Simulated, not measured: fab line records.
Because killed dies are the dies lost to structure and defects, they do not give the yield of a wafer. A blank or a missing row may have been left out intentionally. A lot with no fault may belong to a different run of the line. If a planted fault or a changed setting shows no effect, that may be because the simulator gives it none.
Chamber matching / flow n5 finfet / N5_BEOL_M3_CMP_52 on cmp-04: 4 sister chambers
The step polishes, stops on SiOC, t overpolish 6.8 s, target thk 40 nm. 8 wafers are shown with their chamber, then 11 later ones without.

## WAFERS, EACH WITH ITS CHAMBER
wafer=L086.6; chamber=1; motor current A (A)=5.5; time to endpoint s (s)=65
wafer=L087.1; chamber=0; motor current A (A)=6.5; time to endpoint s (s)=61
wafer=L087.3; chamber=1; motor current A (A)=5.1; time to endpoint s (s)=63
wafer=L087.4; chamber=2; motor current A (A)=5.7; time to endpoint s (s)=58
wafer=L089.1; chamber=3; motor current A (A)=6.3; time to endpoint s (s)=61
wafer=L089.2; chamber=0; motor current A (A)=6.8; time to endpoint s (s)=57
wafer=L089.3; chamber=2; motor current A (A)=5.8; time to endpoint s (s)=58
wafer=L091.2; chamber=3; motor current A (A)=6.1; time to endpoint s (s)=63

## WAFERS WHOSE CHAMBER IS MISSING
wafer=L091.4; motor current A (A)=6.4; time to endpoint s (s)=59
wafer=L091.6; motor current A (A)=5.7; time to endpoint s (s)=65
wafer=L095.2; motor current A (A)=6.0; time to endpoint s (s)=57
wafer=L095.4; motor current A (A)=5.6; time to endpoint s (s)=65
wafer=L095.5; motor current A (A)=6.5; time to endpoint s (s)=57
wafer=L096.1; motor current A (A)=6.1; time to endpoint s (s)=58
wafer=L096.4; motor current A (A)=5.3; time to endpoint s (s)=66
wafer=L096.5; motor current A (A)=6.7; time to endpoint s (s)=59
wafer=L097.3; motor current A (A)=5.4; time to endpoint s (s)=66
wafer=L097.4; motor current A (A)=6.9; time to endpoint s (s)=60
wafer=L097.5; motor current A (A)=5.7; time to endpoint s (s)=63

## THE CHAMBER EACH PASSED THROUGH
wafer=L091.4; from the rows above=can't be placed: 0 or 3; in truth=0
wafer=L091.6; from the rows above=can't be placed: 1 or 3 or 2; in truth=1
wafer=L095.2; from the rows above=can't be placed: 2 or 3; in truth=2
wafer=L095.4; from the rows above=can't be placed: 1 or 3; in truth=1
wafer=L095.5; from the rows above=can't be placed: 0 or 3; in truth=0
wafer=L096.1; from the rows above=can't be placed: 2 or 3 or 0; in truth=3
wafer=L096.4; from the rows above=1; in truth=1
wafer=L096.5; from the rows above=0; in truth=0
wafer=L097.3; from the rows above=1; in truth=1
wafer=L097.4; from the rows above=0; in truth=0
wafer=L097.5; from the rows above=can't be placed: 1 or 3 or 2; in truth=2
Placed correctly: 4 of 11. Can't be placed from these rows: 7 (the true chamber is among the candidates in 7). 0 placed wrongly.
How it was worked out, from the rows above alone: a wafer's distance from a chamber is the root of the sum, over the readings, of the square of ((its reading less the chamber's mean) divided by the reading's scatter). The wafer belongs to the nearest chamber; if the next one is less than 2 further off, it can't be placed. The mean given for a chamber averages the wafers shown for that chamber. The scatter: the root of (the sum of the squares of (reading less its chamber's mean) over the shown wafers, divided by (wafers less chambers)).
